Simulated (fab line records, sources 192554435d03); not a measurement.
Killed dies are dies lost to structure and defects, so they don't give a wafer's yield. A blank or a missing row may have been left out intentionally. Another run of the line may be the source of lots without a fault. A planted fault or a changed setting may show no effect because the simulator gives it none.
fab line records	flow n5-finfet	part 1 of 2: steps 1 to 13 of 20
[record] lots = 5	wafers = 15	last-day = 17
route steps=1938 shown BEOL_M0_SAQP@661
lots untouched by any fault: they come from a run of this same line in which no faults occurred
start-h: hours from the record's opening day to when the first of the lot's shown wafers began	wait-h: time in hours since the lot's previous step	" unchanged from the row above	L1.1+2: a single row standing in for several wafers	- value missing, or start not given	* or withheld: withheld	< > ~ a bound
route shown NAME@n: a module of which the file shows steps, and the number in the route of the first	usual: mean/standard deviation of fault-free wafers	same: alike in all rows	chamber/n: place in a boat	sites: the reading at each site	_std_site: the values' standard deviation	_edge_site: the outer-site mean with the inner-site mean subtracted	radius-mm: for every site, how far away it sits from the centre of the wafer	mask NAME#n: copy n	behind: tool/chamber where the wafer was last shaped	hold: the reason the lot was held/the length of the hold in hours/how it ended	device: the n, p or np transistor that did not switch	end of line: the same wafers' tests at the end of the route	a step given without rows: its recipe and nothing more	killed: at the first sort, the dies lost to defects and structure; wafer yield is something else	map: shows each die of a wafer: x if killed, . if not, _ if none is there
set.NAME: the setting that was run; set.NAME@STEP: the one run at that earlier step	model.NAME: the simulator's own value behind a step, which no gauge read
a table for each step, a row for each wafer; lots at some steps of the route
services: from which hour (start-h, from the record's first day; less than 0 if before it) a tool's chamber was out of use, for how many hours, and why
[[steps]]
[step N5_BEOL_M0_SAQP_SRD_93]
[recipe] dry = ipa-marangoni	time-s = 30	temp-c = 23	rinse-liquid = diw
lot.wafer	tool	chamber	start-h	wait-h
L080.1+2+6	wet-bench-04	6,5,7	145.22	0.0
L082.1+4+5	wet-bench-01	3,6,1	160.17	0.0
L088.1+4+6	wet-bench-05	3,1,4	188.57	0.0
L091.1+3+5	wet-bench-01	0,7,3	211.55	0.0
L095.1+5+6	wet-bench-05	4,0,5	232.79	0.0
[step N5_BEOL_M0_SAQP_RECESS_114]
[recipe] chemistry = HF/NH3	target = SiO2	target-depth-a = 144	afs-cycles = 3	temp-c = 30	sublimation-temp-c = 180	sublimation-time-s = 60
[usual] drypump-motor-current-A = 5.65/0.28
lot.wafer	tool	chamber	start-h	wait-h	drypump-motor-current-A
L080.1	vapor-etch-01	1	145.27	0.0	5.65
L080.2	"	0	"	"	5.31
L080.6	"	1	"	"	5.63
L082.1	vapor-etch-01	0	160.22	0.0	5.31
L082.4	"	0	"	"	5.32
L082.5	"	1	"	"	5.64
L088.1	vapor-etch-01	1	188.62	0.0	5.64
L088.4	"	1	"	"	5.64
L088.6	"	0	"	"	5.32
L091.1	vapor-etch-02	0	211.59	0.0	6.08
L091.3	"	1	"	"	5.97
L091.5	"	0	"	"	6.06
L095.1	vapor-etch-01	0	232.83	0.0	5.31
L095.5	"	1	"	"	5.65
L095.6	"	0	"	"	5.30
[step N5_BEOL_M0_SAQP_SPACER1_ALD_98]
[recipe] material = SiO2	target-thk-a = 128	temp-c = 300	ald-precursor-family = BDEAS	ald-co-reactant = O2-plasma	pulse-time-s = 1	purge-time-s = 2	co-reactant-purge-time-s = 2	ald-cycles = 138	pressure-torr = 2
[usual] heater-power-w = 467/57	precursor-pulse-height-rel = 0.997/0.019
lot.wafer	tool	chamber	start-h	wait-h	heater-power-w	precursor-pulse-height-rel
L080.1	ald-sin-01	3	146.65	1.3	466	1.005
L080.2	"	0	"	"	475	0.998
L080.6	"	1	"	"	452	1.033
L082.1	ald-sin-04	2	160.62	0.3	398	1.009
L082.4	"	3	"	"	530	1.009
L082.5	"	0	"	"	530	1.013
L088.1	ald-sin-03	0	189.00	0.3	564	1.032
L088.4	"	2	"	"	433	1.043
L088.6	"	3	"	"	545	0.984
L091.1	ald-sin-01	0	211.98	0.3	473	0.997
L091.3	"	1	"	"	460	1.000
L091.5	"	0	"	"	480	1.022
L095.1	ald-sin-03	2	233.68	0.7	425	0.951
L095.5	"	1	"	"	460	0.995
L095.6	"	0	"	"	579	1.014
[step N5_BEOL_M0_SAQP_SPACER1_ETCHBACK_99]
[recipe] chemistry = CHF3/O2	mode = anisotropic-etchback	target = SiO2	target-depth-a = 154	time-s = 7.7	pressure-mtorr = 30	source-w = 650	bias-w = 170	Ar_flow_sccm = 200	CHF3_flow_sccm = 50	O2_flow_sccm = 5	ion-energy-ev = 200
[usual] chamber-pressure-mTorr = 30.00/0.034	drypump-motor-current-A = 5.7/0.47	oes-product-au = 0.76/0.079	rf-fwd-power-W = 646.2/2.4	rf-vpp-V = 523/5.6	showerhead-plenum-p-Torr = 2.44/0.078	throttle-valve-pct = 19.03/0.18
lot.wafer	tool	chamber	start-h	wait-h	chamber-pressure-mTorr	drypump-motor-current-A	oes-product-au	rf-fwd-power-W	rf-hours-counter-h	rf-vpp-V	showerhead-plenum-p-Torr	throttle-valve-pct
L080.1	rie-diel-05	2	147.15	0.3	29.96	6.1	0.72	648.5	206	526	2.48	18.92
L080.2	"	0	"	"	29.97	5.5	0.76	646.3	160	520	2.50	18.95
L080.6	"	0	"	"	29.98	5.5	0.76	646.4	-	521	2.50	18.95
L082.1	rie-diel-02	0	161.10	0.3	30.04	6.2	0.72	647.3	173	513	2.30	19.04
L082.4	"	2	"	"	30.03	5.3	0.76	650.4	-	523	2.51	18.99
L082.5	"	0	"	"	29.99	6.2	0.73	645.7	-	513	2.30	19.04
L088.1	rie-diel-05	3	189.48	0.3	29.97	6.6	0.73	642.8	177	521	2.49	19.32
L088.4	"	0	"	"	29.99	5.5	0.75	645.8	174	519	2.50	18.97
L088.6	"	0	"	"	30.00	5.5	0.75	652.5	-	520	2.50	18.97
L091.1	rie-diel-06	1	212.45	0.3	29.97	5.4	0.69	645.7	214	520	2.38	19.09
L091.3	"	0	"	"	29.98	4.9	0.87	649.1	51	526	2.45	18.93
L091.5	"	0	"	"	29.97	4.9	0.87	648.2	-	527	2.45	18.94
L095.1	rie-diel-05	2	234.15	0.3	29.98	6.0	0.69	645.2	232	525	2.47	18.97
L095.5	"	3	"	"	29.98	6.6	0.73	647.2	-	523	2.49	19.33
L095.6	"	0	"	"	30.00	5.5	0.73	646.7	-	520	2.49	18.98
[step N5_BEOL_M0_SAQP_MANDREL1_REMOVE_100]
[recipe] chemistry = HBr/Cl2/O2	bt-time-s = 10	target = a-Si	stop-on = SiNx	endpoint = OES-SiCl	over-etch-frac = 0.85	icp-w = 600	bias-w = 30	HBr_flow_sccm = 150	Cl2_flow_sccm = 80	O2_flow_sccm = 5	pressure-mtorr = 10
[usual] chamber-pressure-mTorr = 9.999/0.0083	drypump-motor-current-A = 5.9/0.37	oes-product-au = 1.009/0.015	rf-fwd-power-W = 596.9/2.2	throttle-valve-pct = 36.71/0.26
lot.wafer	tool	chamber	start-h	wait-h	chamber-pressure-mTorr	drypump-motor-current-A	oes-product-au	rf-fwd-power-W	rf-hours-counter-h	throttle-valve-pct
L080.1	rie-si-02	0	147.24	0.1	9.999	6.0	1.027	595.6	9	36.94
L080.2	"	2	"	"	10.003	6.0	0.994	598.2	189	36.62
L080.6	"	3	"	"	9.996	6.2	0.987	592.8	-	36.47
L082.1	rie-si-02	3	161.19	0.1	10.005	6.1	0.982	598.7	56	36.47
L082.4	"	0	"	"	9.988	6.1	1.028	595.1	-	36.95
L082.5	"	3	"	"	9.982	6.1	0.998	595.1	-	36.48
L088.1	rie-si-05	1	189.56	0.1	10.010	5.7	1.034	596.9	71	36.66
L088.4	"	0	"	"	10.004	6.4	0.989	600.8	8	36.68
L088.6	"	1	"	"	10.021	5.7	1.036	597.0	-	36.66
L091.1	rie-si-03	1	212.54	0.1	10.003	6.4	1.028	598.3	24	37.11
L091.3	"	2	"	"	9.997	5.2	1.003	595.4	185	36.25
L091.5	"	3	"	"	9.999	5.4	1.011	599.2	-	36.62
L095.1	rie-si-05	2	234.24	0.1	10.001	5.4	1.021	595.8	173	37.11
L095.5	"	2	"	"	10.009	5.4	1.013	595.4	-	37.10
L095.6	"	3	"	"	9.991	6.2	0.990	602.0	-	36.51
[step N5_BEOL_M0_SAQP_CD_MEAS_25]
[recipe] target-cd-nm = 13.1	landing-energy-ev = 1000	detector = se-inlens
[usual] cd-nm = 12.79/0.24
lot.wafer	tool	chamber	start-h	wait-h	cd-nm
L080.1	cd-sem-03	0	147.35	0.1	12.33
L080.2	"	0	"	"	13.29
L080.6	"	0	"	"	12.65
L082.1	cd-sem-03	0	161.30	0.1	12.89
L082.4	"	0	"	"	12.93
L082.5	"	0	"	"	13.29
L088.1	cd-sem-03	0	189.67	0.1	13.01
L088.4	"	0	"	"	12.45
L088.6	"	0	"	"	12.77
L091.1	cd-sem-03	0	212.65	0.1	13.06
L091.3	"	0	"	"	12.83
L091.5	"	0	"	"	13.06
L095.1	cd-sem-02	0	234.35	0.1	13.12
L095.5	"	0	"	"	13.25
L095.6	"	0	"	"	12.92
[step N5_BEOL_M0_SAQP_ETCH_101]
[recipe] chemistry = CH3F/O2	target = SiNx	mask-material = SiO2	target-depth-a = 299	time-s = 42.7	pressure-mtorr = 30	source-w = 395	bias-w = 73	Ar_flow_sccm = 150	CH3F_flow_sccm = 30	O2_flow_sccm = 20	ion-energy-ev = 120
[usual] chamber-pressure-mTorr = 30.001/0.026	drypump-motor-current-A = 5.7/0.44	oes-product-au = 0.76/0.074	rf-fwd-power-W = 393.3/1.5	rf-vpp-V = 297/3.3	showerhead-plenum-p-Torr = 2.03/0.078	throttle-valve-pct = 16.46/0.18
lot.wafer	tool	chamber	start-h	wait-h	chamber-pressure-mTorr	drypump-motor-current-A	oes-product-au	rf-fwd-power-W	rf-hours-counter-h	rf-vpp-V	showerhead-plenum-p-Torr	throttle-valve-pct
L080.1	rie-diel-05	3	147.52	0.2	30.010	6.6	0.76	392.8	163	297	2.08	16.76
L080.2	"	1	"	"	29.991	6.2	0.80	392.0	109	295	1.86	16.52
L080.6	"	2	"	"	30.017	6.0	0.72	394.1	-	298	2.06	16.41
L082.1	rie-diel-02	2	161.34	0.0	29.996	5.3	0.76	393.5	130	298	2.09	16.47
L082.4	"	1	"	"	30.017	5.5	0.74	392.5	-	301	2.07	16.29
L082.5	"	0	"	"	29.989	6.2	0.72	393.5	-	292	1.91	16.52
L088.1	rie-diel-06	2	189.98	0.3	30.006	5.9	0.69	390.7	243	303	2.05	16.58
L088.4	"	0	"	"	30.039	4.9	0.88	392.4	44	299	2.04	16.33
L088.6	"	2	"	"	29.961	5.9	0.69	390.3	-	300	2.05	16.57
L091.1	rie-diel-02	2	212.69	0.0	29.992	5.3	0.75	397.9	148	298	2.08	16.51
L091.3	"	1	"	"	30.035	5.5	0.73	391.9	200	302	2.07	16.31
L091.5	"	3	"	"	30.003	6.2	0.93	394.4	-	302	2.14	16.02
L095.1	rie-diel-02	2	234.49	0.1	30.014	5.3	0.74	393.7	153	297	2.08	16.50
L095.5	"	2	"	"	29.998	5.3	0.74	393.9	-	297	2.08	16.50
L095.6	"	3	"	"	30.029	6.2	0.91	393.1	-	302	2.13	16.05
[step N5_BEOL_M0_SAQP_ETCH_102]
[recipe] chemistry = CF4	target = SiO2	target-depth-a = 40	ion-energy-ev = 350	time-s = 4.4	pressure-mtorr = 10	icp-w = 800	bias-w = 400	cf4-flow-sccm = 80
[usual] chamber-pressure-mTorr = 10.001/0.0093	drypump-motor-current-A = 5.8/0.41	oes-product-au = 1.007/0.016	rf-fwd-power-W = 790/4.2	throttle-valve-pct = 21.77/0.18
lot.wafer	tool	chamber	start-h	wait-h	chamber-pressure-mTorr	drypump-motor-current-A	oes-product-au	rf-fwd-power-W	rf-hours-counter-h	throttle-valve-pct
L080.1	rie-si-03	3	147.63	0.1	9.999	5.3	1.027	796	55	21.59
L080.2	"	2	"	"	9.993	5.2	1.001	784	184	21.52
L080.6	"	3	"	"	9.994	5.4	1.011	791	-	21.58
L082.1	rie-si-03	1	161.44	0.1	9.992	6.4	1.025	793	23	22.06
L082.4	"	2	"	"	9.992	5.1	0.994	789	184	21.52
L082.5	"	3	"	"	10.006	5.3	1.025	795	-	21.59
L088.1	rie-si-02	0	190.09	0.1	10.007	6.1	1.016	785	10	21.96
L088.4	"	1	"	"	10.001	6.0	1.014	797	0	21.76
L088.6	"	1	"	"	10.004	6.0	1.013	798	-	21.76
L091.1	rie-si-02	0	212.79	0.1	9.999	6.1	1.017	786	10	21.95
L091.3	"	3	"	"	10.002	6.1	0.985	784	57	21.61
L091.5	"	3	"	"	9.990	6.1	0.988	784	-	21.60
L095.1	rie-si-02	1	234.60	0.1	9.997	6.0	1.019	791	1	21.75
L095.5	"	2	"	"	9.988	6.0	0.986	794	-	21.77
L095.6	"	1	"	"	10.013	6.0	1.023	792	-	21.77
[step N5_BEOL_M0_SAQP_MANDREL_ETCH_103]
[recipe] chemistry = HBr/Cl2	target = a-Si	target-depth-a = 450	bt-time-s = 10	stop-on = SiCN	mask-material = SiO2	over-etch-frac = 0.8	time-s = 27	pressure-mtorr = 10	icp-w = 800	bias-w = 75	HBr_flow_sccm = 150	Cl2_flow_sccm = 80	ends = end-point
[usual] chamber-pressure-mTorr = 10.000/0.0095	drypump-motor-current-A = 5.9/0.42	oes-product-au = 0.686/0.011	rf-fwd-power-W = 794/3.1	throttle-valve-pct = 35.45/0.28
lot.wafer	tool	chamber	start-h	wait-h	chamber-pressure-mTorr	drypump-motor-current-A	oes-product-au	rf-fwd-power-W	rf-hours-counter-h	throttle-valve-pct
L080.1	rie-si-03	3	147.66	0.0	9.995	5.4	0.684	795	55	35.36
L080.2	"	2	"	"	9.996	5.1	0.674	791	184	35.01
L080.6	"	3	"	"	10.004	5.4	0.701	799	-	35.31
L082.1	rie-si-03	1	161.47	0.0	9.993	6.5	0.687	800	23	35.85
L082.4	"	2	"	"	10.015	5.2	0.693	793	184	34.98
L082.5	"	3	"	"	10.003	5.3	0.697	799	-	35.34
L088.1	rie-si-02	0	190.12	0.0	10.001	6.0	0.697	790	10	35.66
L088.4	"	1	"	"	10.004	6.0	0.692	797	0	35.70
L088.6	"	1	"	"	9.996	6.0	0.693	799	-	35.70
L091.1	rie-si-02	0	212.83	0.0	10.017	6.0	0.679	793	10	35.68
L091.3	"	3	"	"	9.993	6.2	0.670	792	57	35.22
L091.5	"	3	"	"	10.007	6.2	0.667	789	-	35.24
L095.1	rie-si-02	1	234.63	0.0	9.996	6.0	0.682	794	1	35.74
L095.5	"	2	"	"	9.997	6.0	0.670	792	-	35.46
L095.6	"	1	"	"	9.987	6.0	0.681	790	-	35.72
[step N5_BEOL_M0_SAQP_RECESS_104]
[recipe] chemistry = HF/NH3	target = SiO2	target-depth-a = 180	afs-cycles = 3	temp-c = 30	sublimation-temp-c = 180	sublimation-time-s = 60
[usual] drypump-motor-current-A = 5.70/0.28
lot.wafer	tool	chamber	start-h	wait-h	drypump-motor-current-A
L080.1	vapor-etch-02	0	147.74	0.1	6.03
L080.2	"	1	"	"	5.94
L080.6	"	0	"	"	6.06
L082.1	vapor-etch-02	0	161.55	0.1	6.06
L082.4	"	0	"	"	6.04
L082.5	"	1	"	"	5.93
L088.1	vapor-etch-01	0	190.20	0.1	5.33
L088.4	"	0	"	"	5.33
L088.6	"	1	"	"	5.63
L091.1	vapor-etch-01	1	212.91	0.1	5.65
L091.3	"	0	"	"	5.32
L091.5	"	0	"	"	5.32
L095.1	vapor-etch-01	1	234.71	0.1	5.62
L095.5	"	0	"	"	5.32
L095.6	"	1	"	"	5.62
[step N5_BEOL_M0_SAQP_COAT_105]
[recipe] resist = SOC	temp-c = 250	time-s = 60	spin-rpm = 1500	resist-thk-nm = 100
[usual] resist-line-temp-C = 23.01/0.11
lot.wafer	tool	chamber	start-h	wait-h	resist-line-temp-C
L080.1	litho-track-05	0	148.13	0.3	23.22
L080.2	"	0	"	"	23.05
L080.6	"	0	"	"	22.94
L082.1	litho-track-02	0	161.94	0.3	23.06
L082.4	"	0	"	"	22.88
L082.5	"	0	"	"	22.99
L088.1	litho-track-05	0	190.58	0.3	23.06
L088.4	"	0	"	"	22.91
L088.6	"	0	"	"	22.89
L091.1	litho-track-04	0	213.29	0.3	23.08
L091.3	"	0	"	"	23.04
L091.5	"	0	"	"	22.93
L095.1	litho-track-02	0	235.10	0.3	23.10
L095.5	"	0	"	"	23.06
L095.6	"	0	"	"	22.78
[step N5_BEOL_M0_SAQP_ETCH_106]
[recipe] chemistry = N2/H2	target = SOC	target-depth-a = 1500	stop-on = SiNx	ion-energy-ev = 100	bias-w = 61	pressure-mtorr = 30	source-w = 850	n2-flow-sccm = 200	h2-flow-sccm = 200
[usual] chamber-pressure-mTorr = 29.999/0.027	drypump-motor-current-A = 5.8/0.49	h2-flow-sccm = 200.0/0.57	n2-flow-sccm = 200.0/0.69	oes-product-au = 0.75/0.061	rf-fwd-power-W = 844/3.4	rf-vpp-V = 241.1/1.5	showerhead-plenum-p-Torr = 2.57/0.1	throttle-valve-pct = 18.01/0.16
lot.wafer	tool	chamber	start-h	wait-h	chamber-pressure-mTorr	drypump-motor-current-A	h2-flow-sccm	n2-flow-sccm	oes-product-au	rf-fwd-power-W	rf-hours-counter-h	rf-vpp-V	showerhead-plenum-p-Torr	throttle-valve-pct
L080.1	rie-diel-06	2	148.24	-	30.004	5.9	200.7	198.8	0.68	848	231	241.8	2.62	18.07
L080.2	"	0	"	"	29.985	4.9	199.9	199.2	0.90	848	31	242.1	2.60	17.97
L080.6	"	0	"	"	29.934	4.9	199.9	199.3	0.90	851	-	241.7	2.60	17.97
L082.1	rie-diel-02	2	162.00	-	29.994	5.3	200.2	200.8	0.76	846	130	242.2	2.65	17.90
L082.4	"	0	"	"	30.021	6.2	199.7	199.4	0.73	847	-	239.2	2.43	17.97
L082.5	"	1	"	"	29.972	5.4	199.8	200.0	0.74	839	-	241.4	2.64	17.83
L088.1	rie-diel-06	3	190.65	-	29.974	5.6	199.8	200.6	0.70	837	220	241.6	2.62	18.26
L088.4	"	1	"	"	29.995	5.4	200.1	199.9	0.70	842	206	241.6	2.51	17.95
L088.6	"	1	"	"	29.953	5.4	199.9	200.1	0.70	842	-	240.4	2.51	17.95
L091.1	rie-diel-05	0	213.50	-	30.007	5.5	200.4	199.9	0.74	843	181	242.7	2.65	17.90
L091.3	"	3	"	"	30.008	6.6	199.9	200.7	0.73	845	184	241.3	2.62	18.29
L091.5	"	2	"	"	29.997	6.1	200.7	198.7	0.70	845	-	242.0	2.62	17.92
L095.1	rie-diel-05	1	235.20	-	29.985	6.2	199.3	201.0	0.77	840	135	240.2	2.35	18.02
L095.5	"	1	"	"	30.013	6.2	200.2	201.1	0.76	839	-	238.4	2.35	18.04
L095.6	"	2	"	"	30.016	6.1	199.5	200.5	0.69	846	-	242.6	2.62	17.94
[step N5_BEOL_M0_SAQP_ETCH_107]
[recipe] chemistry = CH3F/O2	target = SiNx	target-depth-a = 300	mask-material = SOC	pressure-mtorr = 30	source-w = 395	bias-w = 73	Ar_flow_sccm = 150	CH3F_flow_sccm = 30	O2_flow_sccm = 20	ion-energy-ev = 120
[usual] chamber-pressure-mTorr = 30.000/0.024	drypump-motor-current-A = 5.8/0.49	oes-product-au = 0.75/0.063	rf-fwd-power-W = 391.0/1.8	rf-vpp-V = 296.6/2.7	showerhead-plenum-p-Torr = 2.02/0.078	throttle-valve-pct = 16.52/0.16
lot.wafer	tool	chamber	start-h	wait-h	chamber-pressure-mTorr	drypump-motor-current-A	oes-product-au	rf-fwd-power-W	rf-hours-counter-h	rf-vpp-V	showerhead-plenum-p-Torr	throttle-valve-pct
L080.1	rie-diel-06	2	148.30	0.0	29.983	5.9	0.69	390.7	231	302.7	2.05	16.56
L080.2	"	0	"	"	30.020	4.9	0.91	393.1	31	301.2	2.04	16.32
L080.6	"	0	"	"	30.027	4.9	0.91	392.4	-	299.1	2.04	16.32
L082.1	rie-diel-02	2	162.06	0.0	30.032	5.3	0.76	393.5	130	296.9	2.09	16.47
L082.4	"	0	"	"	29.969	6.2	0.73	394.2	-	291.6	1.91	16.49
L082.5	"	1	"	"	29.968	5.4	0.75	389.5	-	301.2	2.07	16.26
L088.1	rie-diel-06	3	190.71	0.0	30.022	5.7	0.69	388.6	220	294.8	2.06	16.75
L088.4	"	1	"	"	30.010	5.4	0.69	390.9	206	295.6	1.98	16.56
L088.6	"	1	"	"	30.072	5.4	0.70	391.7	-	296.2	1.98	16.57
L091.1	rie-diel-05	0	213.56	0.0	29.998	5.5	0.74	393.2	181	297.5	2.08	16.47
L091.3	"	3	"	"	30.013	6.5	0.74	388.8	184	295.1	2.07	16.79
L091.5	"	2	"	"	30.022	6.1	0.70	391.5	-	298.6	2.05	16.47
L095.1	rie-diel-05	1	235.26	0.0	29.924	6.2	0.77	390.8	135	294.4	1.85	16.57
L095.5	"	1	"	"	30.032	6.2	0.78	388.4	-	294.4	1.85	16.58
L095.6	"	2	"	"	30.044	6.1	0.69	392.5	-	299.7	2.05	16.46
